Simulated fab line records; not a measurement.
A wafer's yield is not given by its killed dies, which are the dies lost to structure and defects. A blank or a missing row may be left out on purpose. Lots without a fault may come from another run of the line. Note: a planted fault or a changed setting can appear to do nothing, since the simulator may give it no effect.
What tool caused it? :: flow n5_finfet :: 11 lots with 33 wafers sampled at 5 steps, on a route of 1938 steps

WHAT THE GAUGES READ, wafer by wafer
N5_STI_FIN_REVEAL_CD_MEAS_22: target cd 6.238 nm, pitch 28 nm. Usual: cd_nm reads 6.36 nm (standard deviation 0.28).
lot: L724
measured: day 3 03:08
on: cd_sem-01
cd_nm (nm): 6.48 6.12 6.50
flag: 

lot: L725
measured: day 3 07:21
on: cd_sem-02
cd_nm (nm): 6.29 6.03 6.12
flag: 

lot: L729
measured: day 4 08:38
on: cd_sem-02
cd_nm (nm): 6.34 6.54 5.74
flag: 

lot: L730
measured: day 4 13:02
on: cd_sem-01
cd_nm (nm): 6.82 6.71 6.03
flag: 

lot: L732
measured: day 5 02:18
on: cd_sem-01
cd_nm (nm): 5.90 6.08 6.25
flag: 

lot: L733
measured: day 5 08:20
on: cd_sem-03
cd_nm (nm): 6.12 6.06 6.09
flag: 

lot: L734
measured: day 5 14:39
on: cd_sem-01
cd_nm (nm): 6.52 6.72 6.63
flag: 

lot: L740
measured: day 7 00:35
on: cd_sem-03
cd_nm (nm): 6.91 6.38 6.32
flag: 

lot: L741
measured: day 7 07:03
on: cd_sem-01
cd_nm (nm): 6.81 6.75 6.51
flag: 

lot: L744
measured: day 8 01:43
on: cd_sem-03
cd_nm (nm): 6.29 6.80 6.46
flag: 

lot: L745
measured: day 8 06:43
on: cd_sem-01
cd_nm (nm): 6.21 5.97 6.39
flag: 

N5_STI_FIN_REVEAL_FIN_H_MEAS_10. Usual: trench_depth_nm reads 51.7 nm (standard deviation 0.9).
lot: L724
measured: day 3 03:10
on: ocd-01
trench_depth_nm (nm): 50.7 51.2 51.3
flag: 

lot: L725
measured: day 3 07:23
on: ocd-02
trench_depth_nm (nm): 50.7 51.0 51.6
flag: 

lot: L729
measured: day 4 08:40
on: ocd-01
trench_depth_nm (nm): 51.8 50.9 51.0
flag: 

lot: L730
measured: day 4 13:04
on: ocd-01
trench_depth_nm (nm): 51.2 50.8 51.5
flag: 

lot: L732
measured: day 5 02:20
on: ocd-02
trench_depth_nm (nm): 52.2 52.0 42.1
flag: OFF

lot: L733
measured: day 5 08:22
on: ocd-01
trench_depth_nm (nm): 51.6 43.4 43.3
flag: OFF

lot: L734
measured: day 5 14:41
on: ocd-02
trench_depth_nm (nm): 41.9 49.5 52.6
flag: OFF

lot: L740
measured: day 7 00:37
on: ocd-02
trench_depth_nm (nm): 51.6 51.1 52.1
flag: 

lot: L741
measured: day 7 07:05
on: ocd-01
trench_depth_nm (nm): 52.9 53.0 52.8
flag: 

lot: L744
measured: day 8 01:45
on: ocd-01
trench_depth_nm (nm): 52.5 51.1 51.6
flag: 

lot: L745
measured: day 8 06:45
on: ocd-02
trench_depth_nm (nm): 52.1 52.2 52.4
flag: 

WHAT TOOL EACH LOT RAN ON (gives the tool, then ch and the chambers of the sampled wafers, and finally the start)
lot: L724
N5_FIN_CUT_CUT_ETCH_27: rie_diel-05 ch 0,1,3, day 2 16:45
N5_STI_FIN_REVEAL_DENSIFY_30: rtp_anneal-02 ch 0, day 2 23:56
N5_STI_FIN_REVEAL_RECESS_09: vapor_etch-01 ch 0,1, day 3 00:59

lot: L725
N5_FIN_CUT_CUT_ETCH_27: rie_diel-05 ch 1,3, day 2 21:45
N5_STI_FIN_REVEAL_DENSIFY_30: rtp_anneal-02 ch 0, day 3 03:41
N5_STI_FIN_REVEAL_RECESS_09: vapor_etch-02 ch 0,1, day 3 04:09

lot: L729
N5_FIN_CUT_CUT_ETCH_27: rie_diel-02 ch 0,1,2, day 3 23:11
N5_STI_FIN_REVEAL_DENSIFY_30: rtp_anneal-02 ch 0, day 4 05:35
N5_STI_FIN_REVEAL_RECESS_09: vapor_etch-01 ch 0,1, day 4 06:29

lot: L730
N5_FIN_CUT_CUT_ETCH_27: rie_diel-02 ch 0,1,2, day 4 03:56
N5_STI_FIN_REVEAL_DENSIFY_30: rtp_anneal-02 ch 0, day 4 09:53
N5_STI_FIN_REVEAL_RECESS_09: vapor_etch-01 ch 0,1, day 4 10:21

lot: L732
N5_FIN_CUT_CUT_ETCH_27: rie_diel-02 ch 0,3, day 4 16:35
N5_STI_FIN_REVEAL_DENSIFY_30: rtp_anneal-01 ch 0, day 4 23:16
N5_STI_FIN_REVEAL_RECESS_09: vapor_etch-01 ch 0,1, day 5 00:10

lot: L733
N5_FIN_CUT_CUT_ETCH_27: rie_diel-06 ch 0,1, day 4 22:18
N5_STI_FIN_REVEAL_DENSIFY_30: rtp_anneal-02 ch 0, day 5 05:11
N5_STI_FIN_REVEAL_RECESS_09: vapor_etch-01 ch 0,1, day 5 05:40

lot: L734
N5_FIN_CUT_CUT_ETCH_27: rie_diel-02 ch 2,3, day 5 05:33
N5_STI_FIN_REVEAL_DENSIFY_30: rtp_anneal-02 ch 0, day 5 11:29
N5_STI_FIN_REVEAL_RECESS_09: vapor_etch-01 ch 0,1, day 5 11:58

lot: L740
N5_FIN_CUT_CUT_ETCH_27: rie_diel-02 ch 1,2,3, day 6 15:32
N5_STI_FIN_REVEAL_DENSIFY_30: rtp_anneal-01 ch 0, day 6 21:25
N5_STI_FIN_REVEAL_RECESS_09: vapor_etch-02 ch 0,1, day 6 21:55

lot: L741
N5_FIN_CUT_CUT_ETCH_27: rie_diel-06 ch 1,2,3, day 6 21:44
N5_STI_FIN_REVEAL_DENSIFY_30: rtp_anneal-02 ch 0, day 7 03:44
N5_STI_FIN_REVEAL_RECESS_09: vapor_etch-02 ch 0,1, day 7 04:19

lot: L744
N5_FIN_CUT_CUT_ETCH_27: rie_diel-05 ch 1,3, day 7 16:11
N5_STI_FIN_REVEAL_DENSIFY_30: rtp_anneal-01 ch 0, day 7 22:20
N5_STI_FIN_REVEAL_RECESS_09: vapor_etch-01 ch 0,1, day 7 22:52

lot: L745
N5_FIN_CUT_CUT_ETCH_27: rie_diel-05 ch 1,2,3, day 7 21:32
N5_STI_FIN_REVEAL_DENSIFY_30: rtp_anneal-01 ch 0, day 8 03:35
N5_STI_FIN_REVEAL_RECESS_09: vapor_etch-01 ch 0,1, day 8 04:02
- N5_FIN_CUT_CUT_ETCH_27: etches SiO2 in CHF3/O2, target depth 4 nm, overetch 2 nm, time 4.9 s.
- N5_STI_FIN_REVEAL_DENSIFY_30
- N5_STI_FIN_REVEAL_RECESS_09: chemistry HF/NH3, target SiO2, afs cycles 11, target depth 42.5 nm, sublimation time 60 s.

AS READ BY THE TOOLS THEMSELVES (means over the sampled wafers that have a number; for cases with no such wafer, the mark the record gives instead)
N5_FIN_CUT_CUT_ETCH_27. Usual: drypump_motor_current_A 6.0 A, standard deviation 0.48; oes_f_703_au 0.76 a.u., standard deviation 0.055; oes_product_au 0.60 a.u., standard deviation 0.044; rf_vpp_V 525 V, standard deviation 9; showerhead_plenum_p_Torr 2.40 Torr, standard deviation 0.07; throttle_valve_pct 18.86 %, standard deviation 0.19.
lot: L724
tool: rie_diel-05
drypump_motor_current_A (A): 5.6
oes_f_703_au (a.u.): 0.73
oes_product_au (a.u.): 0.59
rf_vpp_V (V): 527
showerhead_plenum_p_Torr (Torr): 2.41
throttle_valve_pct (%): 18.90
flag: 

lot: L725
tool: rie_diel-05
drypump_motor_current_A (A): 5.5
oes_f_703_au (a.u.): 0.73
oes_product_au (a.u.): 0.60
rf_vpp_V (V): 525
showerhead_plenum_p_Torr (Torr): 2.36
throttle_valve_pct (%): 19.03
flag: 

lot: L729
tool: rie_diel-02
drypump_motor_current_A (A): 6.1
oes_f_703_au (a.u.): 0.75
oes_product_au (a.u.): 0.59
rf_vpp_V (V): 527
showerhead_plenum_p_Torr (Torr): 2.44
throttle_valve_pct (%): 18.92
flag: 

lot: L730
tool: rie_diel-02
drypump_motor_current_A (A): 6.0
oes_f_703_au (a.u.): 0.75
oes_product_au (a.u.): 0.58
rf_vpp_V (V): 527
showerhead_plenum_p_Torr (Torr): 2.44
throttle_valve_pct (%): 18.92
flag: 

lot: L732
tool: rie_diel-02
drypump_motor_current_A (A): 6.6
oes_f_703_au (a.u.): 0.78
oes_product_au (a.u.): 0.62
rf_vpp_V (V): 531
showerhead_plenum_p_Torr (Torr): 2.39
throttle_valve_pct (%): 19.01
flag: 

lot: L733
tool: rie_diel-06
drypump_motor_current_A (A): 6.2
oes_f_703_au (a.u.): 0.87
oes_product_au (a.u.): 0.70
rf_vpp_V (V): 530
showerhead_plenum_p_Torr (Torr): 2.42
throttle_valve_pct (%): 18.51
flag: 

lot: L734
tool: rie_diel-02
drypump_motor_current_A (A): 6.1
oes_f_703_au (a.u.): 0.77
oes_product_au (a.u.): 0.59
rf_vpp_V (V): 516
showerhead_plenum_p_Torr (Torr): 2.37
throttle_valve_pct (%): 18.91
flag: 

lot: L740
tool: rie_diel-02
drypump_motor_current_A (A): 6.0
oes_f_703_au (a.u.): 0.76
oes_product_au (a.u.): 0.59
rf_vpp_V (V): 519
showerhead_plenum_p_Torr (Torr): 2.40
throttle_valve_pct (%): 18.88
flag: 

lot: L741
tool: rie_diel-06
drypump_motor_current_A (A): 6.0
oes_f_703_au (a.u.): 0.74
oes_product_au (a.u.): 0.58
rf_vpp_V (V): 534
showerhead_plenum_p_Torr (Torr): 2.37
throttle_valve_pct (%): 18.82
flag: 

lot: L744
tool: rie_diel-05
drypump_motor_current_A (A): 5.4
oes_f_703_au (a.u.): 0.73
oes_product_au (a.u.): 0.58
rf_vpp_V (V): 522
showerhead_plenum_p_Torr (Torr): 2.38
throttle_valve_pct (%): 19.01
flag: 

lot: L745
tool: rie_diel-05
drypump_motor_current_A (A): 5.9
oes_f_703_au (a.u.): 0.72
oes_product_au (a.u.): 0.57
rf_vpp_V (V): 518
showerhead_plenum_p_Torr (Torr): 2.37
throttle_valve_pct (%): 18.96
flag: 

N5_STI_FIN_REVEAL_DENSIFY_30. Usual: lamp_power_pct 11.53 %, standard deviation 0.051; lamp_zone_4_pct 11.530 %, standard deviation 0.02.
lot: L724
tool: rtp_anneal-02
lamp_power_pct (%): 11.58
lamp_zone_4_pct (%): 11.549
flag: 

lot: L725
tool: rtp_anneal-02
lamp_power_pct (%): 11.50
lamp_zone_4_pct (%): 11.541
flag: 

lot: L729
tool: rtp_anneal-02
lamp_power_pct (%): 11.45
lamp_zone_4_pct (%): 11.536
flag: 

lot: L730
tool: rtp_anneal-02
lamp_power_pct (%): 11.54
lamp_zone_4_pct (%): 11.540
flag: 

lot: L732
tool: rtp_anneal-01
lamp_power_pct (%): 11.51
lamp_zone_4_pct (%): 11.527
flag: 

lot: L733
tool: rtp_anneal-02
lamp_power_pct (%): 11.54
lamp_zone_4_pct (%): 11.541
flag: 

lot: L734
tool: rtp_anneal-02
lamp_power_pct (%): 11.56
lamp_zone_4_pct (%): 11.526
flag: 

lot: L740
tool: rtp_anneal-01
lamp_power_pct (%): 11.56
lamp_zone_4_pct (%): 11.532
flag: 

lot: L741
tool: rtp_anneal-02
lamp_power_pct (%): 11.52
lamp_zone_4_pct (%): 11.519
flag: 

lot: L744
tool: rtp_anneal-01
lamp_power_pct (%): 11.50
lamp_zone_4_pct (%): 11.523
flag: 

lot: L745
tool: rtp_anneal-01
lamp_power_pct (%): 11.47
lamp_zone_4_pct (%): 11.523
flag: 

N5_STI_FIN_REVEAL_RECESS_09. Usual: drypump_motor_current_A reads 5.7 A (standard deviation 0.72).
lot: L724
tool: vapor_etch-01
drypump_motor_current_A (A): 5.4
flag: 

lot: L725
tool: vapor_etch-02
drypump_motor_current_A (A): 5.4
flag: 

lot: L729
tool: vapor_etch-01
drypump_motor_current_A (A): 5.5
flag: 

lot: L730
tool: vapor_etch-01
drypump_motor_current_A (A): 5.4
flag: 

lot: L732
tool: vapor_etch-01
drypump_motor_current_A (A): 6.0
flag: 

lot: L733
tool: vapor_etch-01
drypump_motor_current_A (A): 6.0
flag: 

lot: L734
tool: vapor_etch-01
drypump_motor_current_A (A): 6.0
flag: 

lot: L740
tool: vapor_etch-02
drypump_motor_current_A (A): 5.7
flag: 

lot: L741
tool: vapor_etch-02
drypump_motor_current_A (A): 5.4
flag: 

lot: L744
tool: vapor_etch-01
drypump_motor_current_A (A): 6.0
flag: 

lot: L745
tool: vapor_etch-01
drypump_motor_current_A (A): 5.4
flag: 

THE ANSWER, worked out from the rows above alone
Rule: a lot counts as off when the mean over its wafers that have a number is more than 3 standard deviations away from the usual mean. A lot without any number at a reading at which 4 lots or more have one is off too. All remaining lots with rows at the step are treated as sound. Order of review: gauges by route order, followed by the tools' own readings, for which a lot's mean as printed above is used. The first step at which some lot is off is used, and at that step the reading that is off furthest; a lot without a number counts as furthest.
Off, at N5_STI_FIN_REVEAL_FIN_H_MEAS_10 on trench_depth_nm: L732, L733, L734.
If a tool, at a process step before that reading, ran all the lots that are off and no sound lot after the first of them, it fits. Those tools and the gauges at N5_STI_FIN_REVEAL_FIN_H_MEAS_10 are tried in the same way. None of those tried fits.

WHAT THE SIMULATOR PUT IN
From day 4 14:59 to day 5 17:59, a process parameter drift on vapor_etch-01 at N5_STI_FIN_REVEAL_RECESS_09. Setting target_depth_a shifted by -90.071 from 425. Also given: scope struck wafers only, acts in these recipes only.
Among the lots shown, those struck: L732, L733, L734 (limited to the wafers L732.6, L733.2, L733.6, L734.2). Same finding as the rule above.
